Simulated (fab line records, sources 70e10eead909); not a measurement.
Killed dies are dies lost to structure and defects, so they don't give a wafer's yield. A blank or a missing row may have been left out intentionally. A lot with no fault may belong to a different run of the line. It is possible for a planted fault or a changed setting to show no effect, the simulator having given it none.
Chamber matching :: flow nand_harc :: NHARC_P_BONDPAD_ACTIVATE_29 on rie_diel-06 has 4 sister chambers
The step chemistry N2, time 60 s. 7 wafers are shown with their chamber, then 10 later ones without.

WAFERS, EACH WITH ITS CHAMBER
wafer: L075.2
chamber: 1
drypump_motor_current_A (A): 5.7
oes_product_au (a.u.): 0.985

wafer: L082.1
chamber: 0
drypump_motor_current_A (A): 4.7
oes_product_au (a.u.): 0.976

wafer: L084.3
chamber: 3
drypump_motor_current_A (A): 6.1
oes_product_au (a.u.): 0.990

wafer: L084.4
chamber: 0
drypump_motor_current_A (A): 4.7
oes_product_au (a.u.): 0.999

wafer: L084.5
chamber: 2
drypump_motor_current_A (A): 5.5
oes_product_au (a.u.): 1.008

wafer: L085.1
chamber: 2
drypump_motor_current_A (A): 5.5
oes_product_au (a.u.): 1.001

wafer: L085.2
chamber: 3
drypump_motor_current_A (A): 6.2
oes_product_au (a.u.): 0.984

WAFERS WHOSE CHAMBER IS MISSING
wafer: L085.6
drypump_motor_current_A (A): 5.7
oes_product_au (a.u.): 0.996

wafer: L087.2
drypump_motor_current_A (A): 5.5
oes_product_au (a.u.): 1.010

wafer: L087.4
drypump_motor_current_A (A): 6.1
oes_product_au (a.u.): 0.983

wafer: L087.6
drypump_motor_current_A (A): 6.2
oes_product_au (a.u.): 0.990

wafer: L089.3
drypump_motor_current_A (A): 5.5
oes_product_au (a.u.): 1.011

wafer: L089.4
drypump_motor_current_A (A): 5.7
oes_product_au (a.u.): 1.017

wafer: L089.6
drypump_motor_current_A (A): 4.7
oes_product_au (a.u.): 1.001

wafer: L094.2
drypump_motor_current_A (A): 6.2
oes_product_au (a.u.): 1.005

wafer: L094.4
drypump_motor_current_A (A): 5.7
oes_product_au (a.u.): 0.988

wafer: L094.5
drypump_motor_current_A (A): 6.1
oes_product_au (a.u.): 0.994

WHICH CHAMBER EACH ONE RAN IN
wafer: L085.6
from the rows above: 1
in truth: 1

wafer: L087.2
from the rows above: 2
in truth: 2

wafer: L087.4
from the rows above: 3
in truth: 3

wafer: L087.6
from the rows above: 3
in truth: 3

wafer: L089.3
from the rows above: 2
in truth: 2

wafer: L089.4
from the rows above: can't be placed: 1 or 2
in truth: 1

wafer: L089.6
from the rows above: 0
in truth: 0

wafer: L094.2
from the rows above: 3
in truth: 3

wafer: L094.4
from the rows above: 1
in truth: 1

wafer: L094.5
from the rows above: 3
in truth: 3
Placed correctly: 9 of 10. Can't be placed from these rows: 1 (the true chamber is among the candidates in 1). 0 placed wrongly.
How it was worked out, from the rows above alone: a wafer's distance from a chamber is the root of the sum, over the readings, of the square of ((its reading less the chamber's mean) divided by the reading's scatter). If the next closest chamber is less than 2 further off than the closest, the wafer can't be placed; otherwise it belongs to the closest. The mean given for a chamber averages the wafers shown for that chamber. The scatter: take each reading less its chamber's mean, square it, sum over the shown wafers, divide by the number of wafers less the number of chambers, and take the root.
